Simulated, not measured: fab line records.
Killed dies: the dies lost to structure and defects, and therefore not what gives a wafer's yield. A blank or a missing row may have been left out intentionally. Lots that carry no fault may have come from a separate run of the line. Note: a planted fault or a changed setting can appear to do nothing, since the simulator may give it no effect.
Chamber matching ; flow n5Finfet ; N5_BEOL_M10_PECVD_70 on pecvd-04: 3 sister chambers
The step deposits SiO2 from TEOS/O2, target thk 20 nm, time 22.7 s. 6 wafers are shown with their chamber, then 11 later ones without.

== EACH WAFER AND ITS CHAMBER ==
wafer;chamber;throttleValvePct (%);showerheadPlenumPTorr (Torr)
L086.5;0;25.6;8.72
L087.5;1;21.0;8.82
L088.2;0;25.6;8.71
L088.4;2;21.4;8.75
L088.5;1;21.2;8.83
L091.1;2;21.2;8.74

== WAFERS MISSING THEIR CHAMBER ==
wafer;throttleValvePct (%);showerheadPlenumPTorr (Torr)
L091.5;25.7;8.72
L091.6;21.4;8.78
L093.1;21.2;8.75
L093.4;21.4;8.76
L093.6;26.0;8.76
L095.3;26.0;8.73
L095.5;21.3;8.75
L095.6;25.6;8.72
L096.1;21.2;8.75
L096.4;21.2;8.81
L096.5;25.6;8.72

== CHAMBER TAKEN BY EACH ==
wafer;from the rows above;in truth
L091.5;0;0
L091.6;can't be placed: 2 or 1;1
L093.1;2;2
L093.4;2;2
L093.6;0;0
L095.3;0;0
L095.5;2;2
L095.6;0;0
L096.1;2;2
L096.4;1;1
L096.5;0;0
Correct placement for 10 of the 11. These rows do not allow placing 1 (true chamber among the candidates in 1). Wrongly placed: 0.
How it was worked out, from the rows above alone: a wafer's distance from a chamber is the root of the sum, over the readings, of the square of ((its reading less the chamber's mean) divided by the reading's scatter). The wafer belongs to the nearest chamber; if the next one is less than 2 further off, it can't be placed. A chamber's mean is the mean of its shown wafers. How the scatter is found: for the shown wafers, subtract from each reading the mean of its chamber, square and add these, divide the total by (wafers less chambers), then take the root.
